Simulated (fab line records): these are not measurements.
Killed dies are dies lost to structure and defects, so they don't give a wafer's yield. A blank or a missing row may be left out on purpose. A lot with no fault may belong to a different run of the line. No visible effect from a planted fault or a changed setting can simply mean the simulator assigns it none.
Split-lot experiment ; flow n5_finfet ; 21 wafers read across 7 lots, on a route 1938 steps long

== THE SPLIT ITSELF ==
At N5_BEOL_M6_COAT_59 (time 60 s, resist thk 100 nm), the setting spin_rpm was moved away from the recipe's 1500 rpm on 7 of the 21 wafers read, by -4.9% to +10.1%. The other wafers ran this setting at the recipe's value.

The reading is taken at the split's own step.

== THE READING ==
SOC_of_BEOL_M6_COAT_59.thk_nm (the simulator's own value, which no gauge read), in nm, at N5_BEOL_M6_COAT_59 (time 60 s, resist thk 100 nm). The file gives no usual value for it. Here, 14 wafers ran the recipe; their average is 100.0 nm with a standard deviation of 0.26 nm.

wafer;tool, chamber at the split;spin_rpm as run, rpm;against the recipe;SOC_of_BEOL_M6_COAT_59.thk_nm, nm;against lot-mates on the recipe
L076.2;litho_track-02, 0;1500;recipe;100.2;-
L076.4;litho_track-02, 0;1427;-4.9%;102.6;+2.5
L076.6;litho_track-02, 0;1500;recipe;100;-
L077.2;litho_track-01, 0;1500;recipe;100.2;-
L077.5;litho_track-01, 0;1500;recipe;100.2;-
L077.3;litho_track-01, 0;1500;recipe;100;-
L078.1;litho_track-04, 0;1626;+8.4%;96;-3.6
L078.3;litho_track-04, 0;1500;recipe;99.6;-
L078.5;litho_track-04, 0;1626;+8.4%;95.8;-3.8
L079.3;litho_track-02, 0;1500;recipe;100;-
L079.4;litho_track-02, 0;1500;recipe;99.6;-
L079.6;litho_track-02, 0;1500;recipe;99.4;-
L083.2;litho_track-01, 0;1500;recipe;100;-
L083.6;litho_track-01, 0;1500;recipe;100;-
L083.3;litho_track-01, 0;1500;recipe;100.2;-
L093.2;litho_track-01, 0;1500;recipe;100.2;-
L093.4;litho_track-01, 0;1500;recipe;100.2;-
L093.6;litho_track-01, 0;1576;+5.1%;97.8;-2.4
L096.2;litho_track-01, 0;1652;+10.1%;95.2;no lot-mate on the recipe
L096.6;litho_track-01, 0;1652;+10.1%;95.2;no lot-mate on the recipe
L096.3;litho_track-01, 0;1652;+10.1%;95.4;no lot-mate on the recipe

THE FIT
A straight line over all 21 wafers: SOC_of_BEOL_M6_COAT_59.thk_nm changes by -0.476 nm for each +1% of spin_rpm; r = -0.99; the points scatter about the line by 0.24 nm.
The same after taking each lot's own level away (the mean of its wafers on the recipe; 18 wafers): -0.456 nm for each +1%; r = -0.99; scatter 0.16 nm.
Per that fit: largest spin_rpm move, reading shift of 4.6 nm.
Measured against the standard deviation above, the lots' own levels, which go from 99.60 to 100.20 nm, span 2.3 times it.
Consequently the slope shifts little with the lot-to-lot level, the two slopes agreeing.
Check: for one of the wafers moved furthest among these (+8.4%), held out of the fit, the line's prediction against its lot-mates is -3.93 nm. Against them it came out at -3.6 nm.

== FURTHER SPLITS ON THESE WAFERS ==
Note: prior to the reading, these wafers also went through further splits. Each is held against what the fit with the lots' levels taken away leaves over:
other split on the same wafers;wafers away from the commonest value;r with SOC_of_BEOL_M6_COAT_59.thk_nm (lot level and that fit taken away)
N5_BEOL_M5_EXPOSE_08 dose_mj;8;-0.09

== THE FILE'S OWN FIT ==
SOC_of_BEOL_M6_COAT_59.thk_nm changes by -0.462 nm for each +1% of spin_rpm, r = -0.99.
